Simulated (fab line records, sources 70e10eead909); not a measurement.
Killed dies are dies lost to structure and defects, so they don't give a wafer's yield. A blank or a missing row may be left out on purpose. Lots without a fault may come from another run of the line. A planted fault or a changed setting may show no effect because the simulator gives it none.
Chamber matching | flow nand_harc | NHARC_A_STAIRCASE_TRIM_220 on rie_diel-03: 4 sister chambers
The step chemistry O2, time 211.2 s. 16 wafers are shown with their chamber, then 8 later ones without.

WAFERS WITH THEIR CHAMBER
wafer  | chamber | showerhead_plenum_p_Torr (Torr) | oes_product_au (a.u.) | throttle_valve_pct (%)
L074.1 | 0       | 3.42                            | 1.020                 | 17.051
L074.2 | 3       | 3.67                            | 0.996                 | 17.047
L074.6 | 0       | 3.42                            | 1.005                 | 17.031
L080.2 | 3       | 3.66                            | 0.988                 | 17.051
L080.3 | 2       | 3.30                            | 0.997                 | 17.041
L080.4 | 0       | 3.41                            | 1.010                 | 17.043
L080.1 | 1       | 3.42                            | 0.989                 | 17.050
L080.5 | 2       | 3.30                            | 1.004                 | 17.037
L080.6 | 3       | 3.66                            | 0.995                 | 17.044
L084.1 | 3       | 3.65                            | 0.992                 | 17.047
L084.2 | 2       | 3.30                            | 0.993                 | 17.029
L084.6 | 1       | 3.42                            | 0.991                 | 17.034
L087.2 | 1       | 3.42                            | 0.999                 | 17.057
L087.3 | 2       | 3.29                            | 0.983                 | 17.049
L087.4 | 0       | 3.40                            | 0.993                 | 17.036
L089.2 | 0       | 3.40                            | 0.996                 | 17.034

SIGNATURES (means of the wafers above)
reading                  | chamber 0 | chamber 1 | chamber 2 | chamber 3 | scatter within a chamber
showerhead_plenum_p_Torr | 3.4100    | 3.4200    | 3.2975    | 3.6600    | 0.0075
oes_product_au           | 1.00480   | 0.99300   | 0.99425   | 0.99275   | 0.00817
throttle_valve_pct       | 17.03900  | 17.04700  | 17.03900  | 17.04725  | 0.008
Rule: a wafer's distance from a chamber is the root of the sum, over the readings, of the square of ((its reading less the chamber's mean) divided by the reading's scatter). The wafer belongs to the nearest chamber; if the next one is less than 2 further off, it can't be placed. The scatter: the root of (the sum of the squares of (reading less its chamber's mean) over the shown wafers, divided by (wafers less chambers)).

WAFERS WITHOUT THEIR CHAMBER
wafer  | showerhead_plenum_p_Torr (Torr) | oes_product_au (a.u.) | throttle_valve_pct (%)
L089.4 | 3.41                            | 0.998                 | 17.038
L089.6 | 3.65                            | 1.002                 | 17.044
L094.1 | 3.40                            | 0.999                 | 17.045
L094.3 | 3.29                            | 1.007                 | 17.021
L094.5 | 3.40                            | 1.004                 | 17.035
L093.2 | 3.64                            | 1.002                 | 17.038
L093.3 | 3.29                            | 1.007                 | 17.028
L093.5 | 3.40                            | 1.000                 | 17.026

WHICH CHAMBER EACH WENT THROUGH
wafer  | from the rows above     | in truth
L089.4 | can't be placed: 0 or 1 | 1
L089.6 | 3                       | 3
L094.1 | can't be placed: 0 or 1 | 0
L094.3 | 2                       | 2
L094.5 | can't be placed: 0 or 1 | 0
L093.2 | 3                       | 3
L093.3 | 2                       | 2
L093.5 | can't be placed: 0 or 1 | 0
Placed correctly: 4 of 8. Can't be placed from these rows: 4 (the true chamber is among the candidates in 4). Placed wrongly: 0.
